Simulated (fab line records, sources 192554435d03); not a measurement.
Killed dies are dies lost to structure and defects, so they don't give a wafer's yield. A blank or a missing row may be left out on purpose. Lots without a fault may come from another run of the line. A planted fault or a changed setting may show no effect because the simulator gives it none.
Chamber matching | flow n5_finfet | N5_BEOL_M2_ALD_84 on ald_metal-04: 4 sister chambers
The step deposits TaN, pulse time 2 s, purge time 3 s, co reactant purge time 2 s. 20 wafers are shown with their chamber, then 10 later ones without.

WAFERS WITH THEIR CHAMBER
wafer  | chamber | heater_power_w (W)
L075.3 | 1       | 420
L075.4 | 3       | 381
L075.6 | 1       | 417
L077.1 | 3       | 396
L077.3 | 2       | 462
L077.5 | 2       | 471
L080.1 | 0       | 408
L080.2 | 2       | 467
L080.6 | 1       | 422
L081.2 | 3       | 397
L081.4 | 0       | 423
L081.5 | 0       | 400
L089.2 | 3       | 376
L089.4 | 0       | 415
L089.6 | 1       | 422
L091.2 | 3       | 402
L091.4 | 1       | 422
L091.6 | 1       | 416
L092.2 | 2       | 471
L092.5 | 2       | 470

SIGNATURES (means of the wafers above)
reading        | chamber 0 | chamber 1 | chamber 2 | chamber 3 | scatter within a chamber
heater_power_w | 411.50    | 419.83    | 468.20    | 390.40    | 7.46
Rule: a wafer's distance from a chamber is the root of the sum, over the readings, of the square of ((its reading less the chamber's mean) divided by the reading's scatter). The wafer belongs to the nearest chamber; if the next one is less than 2 further off, it can't be placed. The scatter: the root of (the sum of the squares of (reading less its chamber's mean) over the shown wafers, divided by (wafers less chambers)).

WAFERS WITHOUT THEIR CHAMBER
wafer  | heater_power_w (W)
L092.6 | 392
L094.4 | 466
L094.5 | 392
L094.6 | 475
L095.1 | 472
L095.5 | 423
L095.6 | 424
L097.1 | 419
L097.4 | 479
L097.5 | 400

WHICH CHAMBER EACH WENT THROUGH
wafer  | from the rows above          | in truth
L092.6 | 3                            | 3
L094.4 | 2                            | 2
L094.5 | 3                            | 3
L094.6 | 2                            | 2
L095.1 | 2                            | 2
L095.5 | can't be placed: 1 or 0      | 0
L095.6 | can't be placed: 1 or 0      | 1
L097.1 | can't be placed: 1 or 0      | 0
L097.4 | 2                            | 2
L097.5 | can't be placed: 3 or 0 or 1 | 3
Placed correctly: 6 of 10. Can't be placed from these rows: 4 (the true chamber is among the candidates in 4). Placed wrongly: 0.
